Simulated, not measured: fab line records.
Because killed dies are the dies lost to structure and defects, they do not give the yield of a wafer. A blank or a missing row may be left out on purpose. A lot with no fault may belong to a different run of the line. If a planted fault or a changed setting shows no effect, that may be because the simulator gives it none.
Which tool did it?    flow n5 finfet    9 lots, 27 wafers sampled, at 2 steps of a route of 1938

## WHAT THE GAUGES SHOWED, per wafer
N5_WELL_APT_INSPECT_27: inspects for defects (macro).
lot   measured     on                 raw defect count
L198  day 2 04:08  defect inspect-01  1 1 1
L200  day 2 15:12  defect inspect-02  4 2 1
L202  day 3 04:10  defect inspect-01  260 274 222
L209  day 4 21:13  defect inspect-01  230 255 255
L211  day 5 09:43  defect inspect-01  0 2 2
L212  day 5 14:52  defect inspect-02  1 2 3
L213  day 5 21:02  defect inspect-01  3 3 1
L216  day 6 14:53  defect inspect-02  2 3 1
L218  day 7 02:55  defect inspect-02  2 1 2

## TOOL THAT RAN EACH LOT (tool first, then ch and the chambers of the sampled wafers, then the start)
lot   N5_WELL_APT_STRIP_16
L198  wet bench-04 ch 0,6,7, day 2 03:17
L200  wet bench-04 ch 3,6,7, day 2 14:21
L202  wet bench-04 ch 0,1,4, day 3 03:34
L209  wet bench-04 ch 1,3,4, day 4 20:30
L211  wet bench-03 ch 0,1,6, day 5 09:07
L212  wet bench-02 ch 4,5,6, day 5 14:15
L213  wet bench-03 ch 1,5,6, day 5 20:26
L216  wet bench-03 ch 2,5,7, day 6 14:15
L218  wet bench-04 ch 4,5,6, day 7 02:18
- N5_WELL_APT_STRIP_16: strips in SPM, time 900 s.

## THE ANSWER, worked out from the rows above alone
Rule: the usual values come from the lots themselves. Put in order of their means at a reading, lots are off if they are a third of the lots or fewer, leave a main group of 4 or more, and stand apart from it by a gap of 3 or more times the standard deviation of the main group's means; of several such gaps the widest counts. Not used: any main group whose means are identical at the precision the tables above print for the reading. Also off: a lot with no number at a reading for which 4 or more lots have one. Any other lot the step has rows for is counted as sound.
Off: L202, L209 (N5_WELL_APT_INSPECT_27, raw defect count). The main group: mean 1.8, standard deviation 0.47.
If a tool, at a process step before that reading, ran all the lots that are off and no sound lot after the first of them, it fits. Gauges at N5_WELL_APT_INSPECT_27: tried the same way as those tools. Not one of the candidates tried fits.

## WHAT HAD BEEN PUT IN BY THE SIMULATOR
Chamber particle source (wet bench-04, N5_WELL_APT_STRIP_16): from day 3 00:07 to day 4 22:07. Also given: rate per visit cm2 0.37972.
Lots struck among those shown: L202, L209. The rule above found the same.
